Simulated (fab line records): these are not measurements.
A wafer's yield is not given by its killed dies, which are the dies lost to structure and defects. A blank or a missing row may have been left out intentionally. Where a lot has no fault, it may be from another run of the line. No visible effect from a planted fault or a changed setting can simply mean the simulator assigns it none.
A struck lot beside a sound one    flow n5-finfet    29 out of 1938 route steps
Sound: wafers L383.1, L383.3, L383.6. Struck: wafers L381.1, L381.3, L381.6. The cause is named last.
Per side, at each step with rows, come the tool, then ch with its chambers, and then its first start. Under that, the readings that differ: sound wafers    struck wafers    difference of the means    sigmas: that difference in standard deviations of wafers without a fault.
alike: readings whose means differ by less than 2 such deviations, and words and numbers that are the same on both sides. not compared: withheld readings, readings that some wafer has no value for, bounds like >300 that may hide the same value, and numbers for which the record gives no deviation and whose values overlap.
A row with sigmas, a row that says differs or no value, or rows on one side alone: a step with any of these is where the two part. Numbers that have no deviation but don't overlap get no sigmas and don't part them. A reading that every wafer of one side lacks parts them only if that side has two wafers or more.

first, 10 steps without rows for these wafers: N5_MOL_CONTACT_COAG_DESCUM_88 (chemistry O2, time 7 s); N5_MOL_CONTACT_COAG_ETCH_89 (etches underlayer in N2/H2, target depth 13 nm, time 10.4 s); N5_MOL_CONTACT_COAG_ETCH_90 (etches SiARC in CF4, target depth 13 nm, time 21.7 s); N5_MOL_CONTACT_COAG_ALD_131 (deposits SiO2, target thk 5 nm, pulse time 1 s, co reactant pulse time 1 s); N5_MOL_CONTACT_COAG_ETCHBACK_132 (etches SiO2 in CHF3, target depth 10 nm, time 6.7 s); N5_MOL_CONTACT_COAG_ETCH_91 (etches SOC in N2/H2, target depth 60 nm, overetch 21 nm, time 101.2 s); N5_MOL_CONTACT_COAG_STRIP_92 (strips in N2/H2); N5_MOL_CONTACT_COAG_STRIP_93 (strips in N2/H2); N5_MOL_CONTACT_COAG_ETCHBACK_135 (etches SiO2 in CHF3, target depth 25 nm, time 16.7 s); N5_MOL_CONTACT_COAG_STRIP_118 (strips in CHF3).
N5_MOL_CONTACT_COAG_VIA_ETCH_46: etches SiO2 in C4F6/O2, target depth 46 nm, overetch 9.2 nm, time 40 s.
  sound on rie-diel-01 ch 0,1,3, day 9 21:40; struck on rie-diel-02 ch 1,2, day 9 10:34
  alike: drypump-motor-current-A, oes-product-au, rf-vpp-V, showerhead-plenum-p-Torr, throttle-valve-pct
  not compared: rf-hours-counter-h
then, 14 steps without rows for these wafers: N5_MOL_CONTACT_COAG_STRIP_96 (strips in N2/H2); N5_MOL_CONTACT_COAG_ETCH_47 (etches SiNx in CH3F/O2, stops on W, target depth 27 nm); N5_MOL_CONTACT_COAG_STRIP_119 (strips in N2/H2, time 30 s); N5_MOL_CONTACT_COAG_PRECLEAN_144 (cleans in alkaline clean, time 60 s); N5_MOL_CONTACT_COAG_SRD_145 (time 30 s); N5_MOL_CONTACT_COAG_COAT_62 (time 60 s, resist thk 60 nm); N5_MOL_CONTACT_COAG_COAT_63 (time 60 s, resist thk 10 nm); N5_MOL_CONTACT_COAG_COAT_64 (time 60 s, resist thk 10 nm); N5_MOL_CONTACT_COAG_COAT_34 (resist thk 40 nm); N5_MOL_CONTACT_COAG_EBR_36; N5_MOL_CONTACT_COAG_SOFTBAKE_35 (time 60 s); N5_MOL_CONTACT_COAG_EXPOSE_37 (exposes mask VD, defocus 0 nm); N5_MOL_CONTACT_COAG_PEB_38 (peb time 60 s); N5_MOL_CONTACT_COAG_DEVELOP_39 (develop time 30 s).
N5_MOL_CONTACT_COAG_INSPECT_42: inspects for defects (brightfield).
  struck on defect-inspect-02, day 9 11:27; sound on defect-inspect-02, day 9 22:32
reading           sound        struck       difference  sigmas
raw-defect-count  152 175 225  642 619 604  +438        +8
then, 1 step without rows for these wafers: N5_MOL_CONTACT_COAG_DESCUM_45 (chemistry O2, time 7 s).
-- here the record skips 3 days between the struck wafers' starts before and after, leaving off in module MOL_CONTACT_COAG and picking up in module BEOL_M4 (first step shown: number 1111 of the route) --
N5_BEOL_M4_RC_MEAS_101:
  sound on prober-02 ch 0, day 12 11:07; struck on prober-02 ch 0, day 12 15:43
  alike: DIBL_N, DIBL_P, IOFF_N, IOFF_P, ION_N, ION_P, SS_N, SS_P, VT_N, VT_P
-- a jump in the record: the struck wafers' starts before and after are 5 days apart (it breaks off in module BEOL_M4 and resumes in module PASSIVATION, where the first step shown is number 1936 of the route) --
N5_PASSIVATION_PROBE_49:
  only the struck wafers here have rows in the record (prober-02, day 17 20:27); the sound ones have none

WHERE THEY PART
Last at N5_PASSIVATION_PROBE_49 as far as this record goes, first at N5_MOL_CONTACT_COAG_INSPECT_42.

WHY: whatever the simulator had introduced
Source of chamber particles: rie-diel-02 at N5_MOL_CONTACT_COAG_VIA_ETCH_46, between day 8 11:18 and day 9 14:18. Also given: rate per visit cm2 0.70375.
